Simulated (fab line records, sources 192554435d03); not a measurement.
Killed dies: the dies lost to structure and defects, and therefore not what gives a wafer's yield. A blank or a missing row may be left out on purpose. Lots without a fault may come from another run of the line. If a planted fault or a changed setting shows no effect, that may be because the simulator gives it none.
Split-lot trial -- flow n5_finfet -- 21 wafers read from 7 lots, route of 1938 steps

SPLIT DETAILS
At N5_BEOL_M15_COAT_22 (resist thk 800 nm), the setting spin_rpm was moved away from the recipe's 1704 rpm on 10 of the 21 wafers read, by -7.1% to +3.8%. The other wafers ran this setting at the recipe's value.

FROM THE SPLIT TO THE READING: what the file shows between them, 5 steps
- N5_BEOL_M15_PEB_26: peb time 90 s (also split here: peb_temp_c)
- N5_BEOL_M15_DEVELOP_27: develop time 45 s
- N5_BEOL_M15_HARDBAKE_32: time 120 s
- N5_BEOL_M15_CD_MEAS_28: target cd 407.6 nm
- N5_BEOL_M15_DESCUM_33: chemistry O2, time 7.9 s

THE READING
coat_of_BEOL_M15_COAT_22.thk_nm (the simulator's own value, which no gauge read), in nm, at N5_BEOL_M15_ETCH_61 (etches BARC in N2/H2, target depth 89 nm, overetch 26.7 nm, time 67.9 s). No usual value for it is given in the file. The 11 wafers here that ran the recipe average 720.6 nm, standard deviation 5.5 nm.

wafer,"tool, chamber at the split","spin_rpm as run, rpm",against the recipe,"coat_of_BEOL_M15_COAT_22.thk_nm, nm",against lot-mates on the recipe
L077.2,"litho_track-01, 0",1583,-7.1%,747.4,no lot-mate on the recipe
L077.3,"litho_track-01, 0",1583,-7.1%,748.6,no lot-mate on the recipe
L077.6,"litho_track-01, 0",1583,-7.1%,749.8,no lot-mate on the recipe
L075.3,"litho_track-02, 0",1704,recipe,722.2,-
L075.5,"litho_track-02, 0",1704,recipe,723.4,-
L075.6,"litho_track-02, 0",1704,recipe,720.2,-
L079.1,"litho_track-03, 0",1704,recipe,720.6,-
L079.3,"litho_track-03, 0",1704,recipe,720.4,-
L079.6,"litho_track-03, 0",1764,+3.5%,705.8,-14.7
L085.2,"litho_track-03, 0",1636,-4.0%,734.6,+27.8
L085.5,"litho_track-03, 0",1704,recipe,706.8,-
L085.6,"litho_track-03, 0",1636,-4.0%,732.2,+25.4
L091.1,"litho_track-03, 0",1623,-4.8%,734.8,no lot-mate on the recipe
L091.4,"litho_track-03, 0",1623,-4.8%,736.6,no lot-mate on the recipe
L091.6,"litho_track-03, 0",1623,-4.8%,737.6,no lot-mate on the recipe
L089.3,"litho_track-02, 0",1769,+3.8%,715.8,-10.0
L089.4,"litho_track-02, 0",1704,recipe,731.4,-
L089.6,"litho_track-02, 0",1704,recipe,720.2,-
L096.1,"litho_track-01, 0",1704,recipe,719.2,-
L096.5,"litho_track-01, 0",1704,recipe,723.2,-
L096.6,"litho_track-01, 0",1704,recipe,719.2,-

FIT RESULTS
A straight line over all 21 wafers: coat_of_BEOL_M15_COAT_22.thk_nm changes by -3.51 nm for each +1% of spin_rpm; r = -0.93; the points scatter about the line by 4.9 nm.
The same after taking each lot's own level away (the mean of its wafers on the recipe; 15 wafers): -5.12 nm for each +1%; r = -0.94; scatter 4.1 nm.
The reading moves by 36 nm for the largest change in spin_rpm, on that fit.
The span of the lots' own levels, 706.80 to 725.80 nm, comes to 3.5 times the standard deviation stated above.
Thus the slope moves with the lot-to-lot level: the two fits are different.
Check: +19.3 nm against its lot-mates is what the line predicts for one of the wafers moved furthest among these (-4.0%) when that wafer is left out of the fit. It came out at +27.8 nm against them.

THESE WAFERS: OTHER SPLITS
Other splits were also applied to these wafers ahead of the reading. Each is held against what the fit with the lots' levels taken away leaves over:
other split on the same wafers,wafers away from the commonest value,r with coat_of_BEOL_M15_COAT_22.thk_nm (lot level and that fit taken away)
N5_BEOL_M12_ILD_DEP_00 time_s,9,-0.56
N5_BEOL_M12_PEB_08 peb_time_s,8,-0.20
N5_BEOL_M13_EXPOSE_07 dose_mj,6,-0.08
N5_BEOL_M13_ETCH_68 time_s,6,+0.14
N5_BEOL_M13_SPUTTER_43 time_s,9,-0.27
N5_BEOL_M15_PEB_26 peb_temp_c,5,-0.24

THE WHOLE CHAIN: every reading that the file lists as answering this split, in the file's order
step,what it does,reading,change (the file's fit),r (the file's)
N5_BEOL_M15_COAT_22,resist thk 800 nm,"coat_of_BEOL_M15_COAT_22.thk_nm (the simulator's own value, which no gauge read)",-4.45 nm for each +1% of the setting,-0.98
N5_BEOL_M15_ETCH_61,"etches BARC in N2/H2, target depth 89 nm, overetch 26.7 nm, time 67.9 s","coat_of_BEOL_M15_COAT_22.thk_nm (the simulator's own value, which no gauge read)",-4.57 nm for each +1% of the setting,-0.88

FILE'S OWN FIT
coat_of_BEOL_M15_COAT_22.thk_nm changes by -4.57 nm for each +1% of spin_rpm, r = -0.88.
